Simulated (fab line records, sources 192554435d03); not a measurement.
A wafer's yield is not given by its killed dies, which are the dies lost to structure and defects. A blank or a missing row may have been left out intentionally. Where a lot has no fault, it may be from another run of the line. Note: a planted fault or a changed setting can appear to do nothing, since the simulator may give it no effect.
fab line records || flow n5-finfet
[record] {"lots": 4, "wafers": 12, "last-day": 17}
route steps=1938 shown BEOL_M2@857 BEOL_M4@1111
lots that met no fault: taken from a fault-free run of the same line
start-h: hours from the record's opening day to when the first of the lot's shown wafers began || wait-h: how many hours have passed since the lot's step before this one || " the same as in the row above || L1.1+2: one row covering several wafers at once || - no value present, or no start provided || * or withheld: withheld || < > ~ a bound
route shown NAME@n: NAME is a module with steps in the file, n the number in the route of the first one || usual: mean/standard deviation taken from wafers without a fault || same: alike in all rows || chamber/n: place in a boat || sites: per-site readings || _std_site: their standard deviation || _edge_site: mean of outer sites minus mean of inner sites || radius-mm: how far each site lies from the wafer's centre || mask NAME#n: copy n || behind: tool/chamber where the wafer was last shaped || hold: what put the lot on hold/how long, in hours/how the hold closed || device: which transistor (n, p or np) failed to switch || end of line: the tests these same wafers got at the end of their route || a step with no rows: only its recipe || killed: count of dies lost to structure and defects at first sort (not the wafer's yield) || map: a wafer's dies, x killed, . not, _ none there
set.NAME: the setting as run; set.NAME@STEP: as run at that earlier step || model.NAME: the simulator's own value behind a step, which no gauge read
a table for each step, a row for each wafer; lots at some steps of the route
services: the hour from which a tool's chamber was out of use, counted from the record's first day as start-h (under 0 if before that day), plus the number of hours and why
[[steps]]
[step N5_BEOL_M2_DESCUM_16]
[recipe] {"chemistry": "O2", "time-s": 7, "source-power-w": 50, "bias-power-w": 20, "pressure-mtorr": 20, "rf-frequency-hz": 2.712e+07, "temp-c": 40, "resist": "CAR-EUV", "o2-flow-sccm": 225}
[step N5_BEOL_M2_ETCH_74]
[recipe] {"chemistry": "N2/H2", "target": "underlayer", "target-depth-a": 65, "mask-material": "CAR-EUV", "time-s": 5.2, "ion-energy-ev": 200, "pressure-mtorr": 30, "source-w": 840, "bias-w": 150, "n2-flow-sccm": 200, "h2-flow-sccm": 200, "ends": "cleared"}
[step N5_BEOL_M2_ETCH_63]
[recipe] {"chemistry": "CF4", "target": "SiARC", "target-depth-a": 156, "mask-material": "CAR-EUV", "time-s": 26, "ion-energy-ev": 80, "pressure-mtorr": 40, "source-w": 545, "bias-w": 36, "Ar_flow_sccm": 100, "cf4-flow-sccm": 100, "ends": "cleared"}
[step N5_BEOL_M2_ETCH_64]
[recipe] {"chemistry": "N2/H2", "target": "SOC", "target-depth-a": 750, "overetch-a": 225, "mask-material": "SiARC", "temp-c": 40, "time-s": 121.9, "ion-energy-ev": 200, "pressure-mtorr": 30, "source-w": 840, "bias-w": 150, "n2-flow-sccm": 200, "h2-flow-sccm": 200}
[step N5_BEOL_M2_STRIP_65]
[recipe] {"chemistry": "N2/H2", "temp-c": 40, "n2-flow-sccm": 200, "h2-flow-sccm": 200, "rf-frequency-hz": 6e+07}
[step N5_BEOL_M2_STRIP_75]
[recipe] {"chemistry": "N2/H2", "temp-c": 40, "n2-flow-sccm": 200, "h2-flow-sccm": 200, "rf-frequency-hz": 6e+07}
[step N5_BEOL_M2_STRIP_66]
[recipe] {"chemistry": "CF4", "resist": "SiARC", "power-w": 300, "bias-power-w": 75, "pressure-mtorr": 50, "cf4-flow-sccm": 150, "rf-frequency-hz": 6e+07}
[step N5_BEOL_M2_HM_OPEN_17]
[recipe] {"chemistry": "Cl2/BCl3", "target-depth-a": 200, "overetch-a": 60, "target": "TiN", "mask-material": "SOC", "ion-energy-ev": 150, "pressure-mtorr": 10, "icp-w": 1000, "bias-w": 126, "Cl2_flow_sccm": 53.25, "bcl3-flow-sccm": 21.75, "Ar_flow_sccm": 25}
[step N5_BEOL_M2_STRIP_19]
[recipe] {"chemistry": "O2", "power-w": 400, "temp-c": 40, "pressure-mtorr": 30, "rf-frequency-hz": 6e+07, "bias-power-w": 0, "overash-fraction": 0.2, "o2-flow-sccm": 225}
[step N5_BEOL_M2_COAT_67]
[recipe] {"resist": "SOC", "temp-c": 250, "time-s": 60, "spin-rpm": 1500, "resist-thk-nm": 60}
[step N5_BEOL_M2_COAT_68]
[recipe] {"resist": "SiARC", "temp-c": 220, "time-s": 60, "spin-rpm": 1500, "resist-thk-nm": 12}
[step N5_BEOL_M2_COAT_76]
[recipe] {"resist": "underlayer", "temp-c": 205, "time-s": 60, "spin-rpm": 1500, "resist-thk-nm": 5}
[usual] {"heater-power-total-W": "391.7/1.2", "plate-temp-C": "205.00/0.13"}
{"lot.wafer": "L916.1", "tool": "litho-track-02", "chamber": 0, "start-h": 137.16, "wait-h": "-", "heater-power-total-W": 390.1, "plate-temp-C": 204.92}
{"lot.wafer": "L916.4", "tool": "litho-track-02", "chamber": 0, "start-h": 137.16, "wait-h": "-", "heater-power-total-W": 393.2, "plate-temp-C": 205.01}
{"lot.wafer": "L916.5", "tool": "litho-track-02", "chamber": 0, "start-h": 137.16, "wait-h": "-", "heater-power-total-W": 391.4, "plate-temp-C": 205.05}
{"lot.wafer": "L930.1", "tool": "litho-track-02", "chamber": 0, "start-h": 238.51, "wait-h": "-", "heater-power-total-W": 349.6, "plate-temp-C": 188.14}
{"lot.wafer": "L930.3", "tool": "litho-track-02", "chamber": 0, "start-h": 238.51, "wait-h": "-", "heater-power-total-W": 354.0, "plate-temp-C": 187.94}
{"lot.wafer": "L930.4", "tool": "litho-track-02", "chamber": 0, "start-h": 238.51, "wait-h": "-", "heater-power-total-W": 351.0, "plate-temp-C": 188.05}
{"lot.wafer": "L932.2", "tool": "litho-track-02", "chamber": 0, "start-h": 241.70, "wait-h": "-", "heater-power-total-W": 349.6, "plate-temp-C": 187.96}
{"lot.wafer": "L932.3", "tool": "litho-track-02", "chamber": 0, "start-h": 241.70, "wait-h": "-", "heater-power-total-W": 349.8, "plate-temp-C": 187.86}
{"lot.wafer": "L932.5", "tool": "litho-track-02", "chamber": 0, "start-h": 241.70, "wait-h": "-", "heater-power-total-W": 348.1, "plate-temp-C": 187.86}
{"lot.wafer": "L936.1", "tool": "litho-track-03", "chamber": 0, "start-h": 268.70, "wait-h": "-", "heater-power-total-W": 393.4, "plate-temp-C": 204.90}
{"lot.wafer": "L936.3", "tool": "litho-track-03", "chamber": 0, "start-h": 268.70, "wait-h": "-", "heater-power-total-W": 392.4, "plate-temp-C": 204.98}
{"lot.wafer": "L936.6", "tool": "litho-track-03", "chamber": 0, "start-h": 268.70, "wait-h": "-", "heater-power-total-W": 392.3, "plate-temp-C": 205.00}
[step N5_BEOL_M2_COAT_22]
[recipe] {"resist": "CAR-EUV", "spin-rpm": 1500, "resist-thk-nm": 30}
[step N5_BEOL_M2_EBR_24]
[recipe] {"solvent": "PGMEA", "ebr-width-mm": 1.5}
[step N5_BEOL_M2_SOFTBAKE_23]
[recipe] {"temp-c": 110, "time-s": 60, "resist": "CAR-EUV"}
[step N5_BEOL_M2_EXPOSE_25]
[recipe] {"mask-id": "V1", "na": 0.33, "source-shape": "quasar", "sigma-inner": 0.2, "sigma-outer": 0.8, "polarization": "unpolarized", "defocus-nm": 5, "dose-mj": 63}
[step N5_BEOL_M2_PEB_26]
[recipe] {"peb-temp-c": 100, "peb-time-s": 60, "resist": "CAR-EUV"}
[step N5_BEOL_M2_DEVELOP_27]
[recipe] {"develop-time-s": 30, "developer": "TMAH", "resist": "CAR-EUV", "rinse-liquid": "surfactant-rinse", "dry": "air-spin", "dev-temp-c": 23}
[step N5_BEOL_M2_DESCUM_33]
[recipe] {"chemistry": "O2", "time-s": 7, "source-power-w": 50, "bias-power-w": 20, "pressure-mtorr": 20, "rf-frequency-hz": 2.712e+07, "temp-c": 40, "resist": "CAR-EUV", "o2-flow-sccm": 225}
[step N5_BEOL_M2_ETCH_77]
[recipe] {"chemistry": "N2/H2", "target": "underlayer", "target-depth-a": 65, "mask-material": "CAR-EUV", "time-s": 5.2, "ion-energy-ev": 200, "pressure-mtorr": 30, "source-w": 840, "bias-w": 150, "n2-flow-sccm": 200, "h2-flow-sccm": 200, "ends": "cleared"}
[usual] {"drypump-motor-current-A": "5.6/0.5", "etch-rf-on-time-s": "5.16/0.094", "oes-product-au": "0.69/0.072", "rf-vpp-V": "524.2/2", "showerhead-plenum-p-Torr": "2.55/0.06", "throttle-valve-pct": "17.80/0.25"}
{"lot.wafer": "L916.1", "tool": "rie-diel-02", "chamber": 1, "start-h": 137.72, "wait-h": 0.0, "drypump-motor-current-A": 6.7, "etch-rf-on-time-s": 5.21, "oes-product-au": 0.81, "rf-hours-counter-h": 10, "rf-vpp-V": 523.8, "showerhead-plenum-p-Torr": 2.50, "throttle-valve-pct": 17.68, "model.etch.depth-nm": 4.997}
{"lot.wafer": "L916.4", "tool": "rie-diel-02", "chamber": 3, "start-h": 137.72, "wait-h": 0.0, "drypump-motor-current-A": 5.9, "etch-rf-on-time-s": 5.17, "oes-product-au": 0.78, "rf-hours-counter-h": 28, "rf-vpp-V": 528.6, "showerhead-plenum-p-Torr": 2.71, "throttle-valve-pct": 17.62, "model.etch.depth-nm": 4.996}
{"lot.wafer": "L916.5", "tool": "rie-diel-02", "chamber": 3, "start-h": 137.72, "wait-h": 0.0, "drypump-motor-current-A": 5.9, "etch-rf-on-time-s": 5.14, "oes-product-au": 0.79, "rf-hours-counter-h": "-", "rf-vpp-V": 530.6, "showerhead-plenum-p-Torr": 2.71, "throttle-valve-pct": 17.62, "model.etch.depth-nm": 5.013}
{"lot.wafer": "L930.1", "tool": "rie-diel-04", "chamber": 3, "start-h": 240.46, "wait-h": 0.0, "drypump-motor-current-A": 5.5, "etch-rf-on-time-s": 5.17, "oes-product-au": 0.66, "rf-hours-counter-h": 135, "rf-vpp-V": 524.2, "showerhead-plenum-p-Torr": 2.55, "throttle-valve-pct": 17.93, "model.etch.depth-nm": 5.064}
{"lot.wafer": "L930.3", "tool": "rie-diel-04", "chamber": 2, "start-h": 240.46, "wait-h": 0.0, "drypump-motor-current-A": 5.1, "etch-rf-on-time-s": 5.03, "oes-product-au": 0.75, "rf-hours-counter-h": 65, "rf-vpp-V": 526.4, "showerhead-plenum-p-Torr": 2.57, "throttle-valve-pct": 17.60, "model.etch.depth-nm": 5.064}
{"lot.wafer": "L930.4", "tool": "rie-diel-04", "chamber": 1, "start-h": 240.46, "wait-h": 0.0, "drypump-motor-current-A": 5.5, "etch-rf-on-time-s": 5.32, "oes-product-au": 0.60, "rf-hours-counter-h": 222, "rf-vpp-V": 520.0, "showerhead-plenum-p-Torr": 2.51, "throttle-valve-pct": 18.10, "model.etch.depth-nm": 5.07}
{"lot.wafer": "L932.2", "tool": "rie-diel-04", "chamber": 1, "start-h": 243.54, "wait-h": 0.0, "drypump-motor-current-A": 5.5, "etch-rf-on-time-s": 5.24, "oes-product-au": 0.60, "rf-hours-counter-h": 224, "rf-vpp-V": 524.3, "showerhead-plenum-p-Torr": 2.51, "throttle-valve-pct": 18.11, "model.etch.depth-nm": 5.049}
{"lot.wafer": "L932.3", "tool": "rie-diel-04", "chamber": 2, "start-h": 243.54, "wait-h": 0.0, "drypump-motor-current-A": 5.1, "etch-rf-on-time-s": 5.00, "oes-product-au": 0.75, "rf-hours-counter-h": 67, "rf-vpp-V": 525.2, "showerhead-plenum-p-Torr": 2.57, "throttle-valve-pct": 17.60, "model.etch.depth-nm": 5.042}
{"lot.wafer": "L932.5", "tool": "rie-diel-04", "chamber": 1, "start-h": 243.54, "wait-h": 0.0, "drypump-motor-current-A": 5.5, "etch-rf-on-time-s": 5.25, "oes-product-au": 0.61, "rf-hours-counter-h": "-", "rf-vpp-V": 524.3, "showerhead-plenum-p-Torr": 2.51, "throttle-valve-pct": 18.07, "model.etch.depth-nm": 5.034}
{"lot.wafer": "L936.1", "tool": "rie-diel-04", "chamber": 2, "start-h": 269.26, "wait-h": 0.0, "drypump-motor-current-A": 5.1, "etch-rf-on-time-s": 4.91, "oes-product-au": 0.73, "rf-hours-counter-h": 78, "rf-vpp-V": 525.8, "showerhead-plenum-p-Torr": 2.56, "throttle-valve-pct": 17.61, "model.etch.depth-nm": 4.999}
{"lot.wafer": "L936.3", "tool": "rie-diel-04", "chamber": 3, "start-h": 269.26, "wait-h": 0.0, "drypump-motor-current-A": 5.5, "etch-rf-on-time-s": 5.08, "oes-product-au": 0.65, "rf-hours-counter-h": 147, "rf-vpp-V": 526.0, "showerhead-plenum-p-Torr": 2.54, "throttle-valve-pct": 17.95, "model.etch.depth-nm": 4.994}
{"lot.wafer": "L936.6", "tool": "rie-diel-04", "chamber": 1, "start-h": 269.26, "wait-h": 0.0, "drypump-motor-current-A": 5.5, "etch-rf-on-time-s": 5.12, "oes-product-au": 0.59, "rf-hours-counter-h": "-", "rf-vpp-V": 524.2, "showerhead-plenum-p-Torr": 2.51, "throttle-valve-pct": 18.12, "model.etch.depth-nm": 4.982}
[step N5_BEOL_M2_ETCH_69]
[recipe] {"chemistry": "CF4", "target": "SiARC", "target-depth-a": 156, "mask-material": "CAR-EUV", "time-s": 26, "ion-energy-ev": 80, "pressure-mtorr": 40, "source-w": 545, "bias-w": 36, "Ar_flow_sccm": 100, "cf4-flow-sccm": 100, "ends": "cleared"}
[step N5_BEOL_M4_RC_MEAS_101]
[usual] {"DIBL_N": "36.4/1.4", "DIBL_P": "36.3/1.5", "IOFF_N": "0.162/0.023", "IOFF_P": "0.211/0.027", "ION_N": "676/9.7", "ION_P": "463/6.4", "SS_N": "71.5/0.5", "SS_P": "73.3/0.6", "VT_N": "249.3/2.5", "VT_P": "-249.9/2.8"}
{"lot.wafer": "L916.1", "tool": "prober-02", "chamber": 0, "start-h": 173.55, "wait-h": 0.0, "DIBL_N[mV/V]": 35.1, "DIBL_P[mV/V]": 33.4, "IOFF_N[nA/um]": 0.136, "IOFF_P[nA/um]": 0.177, "ION_N[uA/um]": 674, "ION_P[uA/um]": 463, "SS_N[mV/dec]": 70.7, "SS_P[mV/dec]": 72.5, "VT_N[mV]": 250.0, "VT_P[mV]": -251.0}
{"lot.wafer": "L916.4", "tool": "prober-02", "chamber": 0, "start-h": 173.55, "wait-h": 0.0, "DIBL_N[mV/V]": 34.5, "DIBL_P[mV/V]": 33.2, "IOFF_N[nA/um]": 0.129, "IOFF_P[nA/um]": 0.177, "ION_N[uA/um]": 678, "ION_P[uA/um]": 470, "SS_N[mV/dec]": 71.0, "SS_P[mV/dec]": 72.2, "VT_N[mV]": 249.5, "VT_P[mV]": -249.8}
{"lot.wafer": "L916.5", "tool": "prober-02", "chamber": 0, "start-h": 173.55, "wait-h": 0.0, "DIBL_N[mV/V]": 37.4, "DIBL_P[mV/V]": 37.0, "IOFF_N[nA/um]": 0.182, "IOFF_P[nA/um]": 0.226, "ION_N[uA/um]": 697, "ION_P[uA/um]": 478, "SS_N[mV/dec]": 71.5, "SS_P[mV/dec]": 73.4, "VT_N[mV]": 248.2, "VT_P[mV]": -248.1}
{"lot.wafer": "L932.2", "tool": "prober-02", "chamber": 0, "start-h": 270.14, "wait-h": 0.2, "DIBL_N[mV/V]": 37.7, "DIBL_P[mV/V]": 36.6, "IOFF_N[nA/um]": 0.174, "IOFF_P[nA/um]": 0.224, "ION_N[uA/um]": 683, "ION_P[uA/um]": 466, "SS_N[mV/dec]": 72.3, "SS_P[mV/dec]": 72.8, "VT_N[mV]": 246.8, "VT_P[mV]": -248.4}
{"lot.wafer": "L932.3", "tool": "prober-02", "chamber": 0, "start-h": 270.14, "wait-h": 0.2, "DIBL_N[mV/V]": 37.6, "DIBL_P[mV/V]": 35.9, "IOFF_N[nA/um]": 0.173, "IOFF_P[nA/um]": 0.201, "ION_N[uA/um]": 685, "ION_P[uA/um]": 464, "SS_N[mV/dec]": 72.2, "SS_P[mV/dec]": 73.2, "VT_N[mV]": 249.2, "VT_P[mV]": -250.6}
{"lot.wafer": "L932.5", "tool": "prober-02", "chamber": 0, "start-h": 270.14, "wait-h": 0.2, "DIBL_N[mV/V]": 37.8, "DIBL_P[mV/V]": 35.6, "IOFF_N[nA/um]": 0.172, "IOFF_P[nA/um]": 0.194, "ION_N[uA/um]": 679, "ION_P[uA/um]": 463, "SS_N[mV/dec]": 72.1, "SS_P[mV/dec]": 73.3, "VT_N[mV]": 250.7, "VT_P[mV]": -254.4}
{"lot.wafer": "L930.1", "tool": "prober-02", "chamber": 0, "start-h": 271.91, "wait-h": 0.0, "DIBL_N[mV/V]": 38.6, "DIBL_P[mV/V]": 38.0, "IOFF_N[nA/um]": 0.176, "IOFF_P[nA/um]": 0.249, "ION_N[uA/um]": 680, "ION_P[uA/um]": 474, "SS_N[mV/dec]": 71.5, "SS_P[mV/dec]": 73.5, "VT_N[mV]": 247.9, "VT_P[mV]": -247.0}
{"lot.wafer": "L930.3", "tool": "prober-02", "chamber": 0, "start-h": 271.91, "wait-h": 0.0, "DIBL_N[mV/V]": 38.8, "DIBL_P[mV/V]": 38.8, "IOFF_N[nA/um]": 0.188, "IOFF_P[nA/um]": 0.260, "ION_N[uA/um]": 689, "ION_P[uA/um]": 470, "SS_N[mV/dec]": 72.0, "SS_P[mV/dec]": 73.4, "VT_N[mV]": 244.4, "VT_P[mV]": -246.2}
{"lot.wafer": "L930.4", "tool": "prober-02", "chamber": 0, "start-h": 271.91, "wait-h": 0.0, "DIBL_N[mV/V]": 38.8, "DIBL_P[mV/V]": 38.2, "IOFF_N[nA/um]": 0.177, "IOFF_P[nA/um]": 0.236, "ION_N[uA/um]": 674, "ION_P[uA/um]": 463, "SS_N[mV/dec]": 72.0, "SS_P[mV/dec]": 73.6, "VT_N[mV]": 246.5, "VT_P[mV]": -247.9}
{"lot.wafer": "L936.1", "tool": "prober-01", "chamber": 0, "start-h": 296.12, "wait-h": 0.0, "DIBL_N[mV/V]": 37.1, "DIBL_P[mV/V]": 37.6, "IOFF_N[nA/um]": 0.166, "IOFF_P[nA/um]": 0.215, "ION_N[uA/um]": 694, "ION_P[uA/um]": 473, "SS_N[mV/dec]": 71.7, "SS_P[mV/dec]": 72.8, "VT_N[mV]": 247.7, "VT_P[mV]": -249.5}
{"lot.wafer": "L936.3", "tool": "prober-01", "chamber": 0, "start-h": 296.12, "wait-h": 0.0, "DIBL_N[mV/V]": 40.1, "DIBL_P[mV/V]": 41.0, "IOFF_N[nA/um]": 0.224, "IOFF_P[nA/um]": 0.282, "ION_N[uA/um]": 693, "ION_P[uA/um]": 471, "SS_N[mV/dec]": 72.4, "SS_P[mV/dec]": 73.8, "VT_N[mV]": 244.3, "VT_P[mV]": -247.7}
{"lot.wafer": "L936.6", "tool": "prober-01", "chamber": 0, "start-h": 296.12, "wait-h": 0.0, "DIBL_N[mV/V]": 36.9, "DIBL_P[mV/V]": 36.3, "IOFF_N[nA/um]": 0.155, "IOFF_P[nA/um]": 0.202, "ION_N[uA/um]": 663, "ION_P[uA/um]": 457, "SS_N[mV/dec]": 71.2, "SS_P[mV/dec]": 73.4, "VT_N[mV]": 252.6, "VT_P[mV]": -251.1}
[[services]]
{"tool": "litho-track-03", "chamber": "-", "start-h": 154.05, "hours": "-", "kind": "consumable-replace:filter"}
{"tool": "rie-diel-02", "chamber": 0, "start-h": 162.16, "hours": "-", "kind": "clean"}
{"tool": "rie-diel-02", "chamber": 0, "start-h": 162.16, "hours": "-", "kind": "consumable-replace:focus-ring"}
{"tool": "rie-diel-02", "chamber": 0, "start-h": 162.16, "hours": "-", "kind": "consumable-replace:showerhead"}
{"tool": "rie-diel-02", "chamber": 0, "start-h": 162.16, "hours": 13.7, "kind": "scheduled-down"}
{"tool": "rie-diel-02", "chamber": 0, "start-h": 162.16, "hours": 13.7, "kind": "vent-cycle"}
{"tool": "rie-diel-02", "chamber": 3, "start-h": 196.56, "hours": 2.4, "kind": "repair"}
{"tool": "litho-track-03", "chamber": "-", "start-h": 200.77, "hours": "-", "kind": "consumable-replace:filter"}
{"tool": "rie-diel-02", "chamber": "-", "start-h": 217.41, "hours": 0.9, "kind": "repair"}
{"tool": "rie-diel-02", "chamber": "-", "start-h": 221.67, "hours": 28.1, "kind": "pm"}
[[key]]
[first-sign] {"step": "N5_BEOL_M2_COAT_76", "reading": "plate-temp-C", "direction": "down", "sigmas": "99+", "usual": "*", "struck": "*"}
[effect] {"step": "N5_BEOL_M2_COAT_76", "reading": "heater-power-total-W", "direction": "down", "sigmas": 33, "usual": "*", "struck": "*"}
[model-effect] {"step": "N5_BEOL_M2_ETCH_77", "value": "etch.depth-nm", "without": 5, "struck": 5.054}
met-at N5_BEOL_M2_COAT_76
struck-wafers L930.1,L930.3,L930.4,L932.2,L932.3,L932.5
onset-between 137.16 238.51
[fault] {"kind": "process-parameter-drift", "tool": "litho-track-02", "chamber": "-", "onset-h": 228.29, "steps": "N5_BEOL_M2_COAT_76", "channel": "temp-c", "offset": "*", "shape": "step", "end-h": 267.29, "acts-in": "*", "stated": "*"}
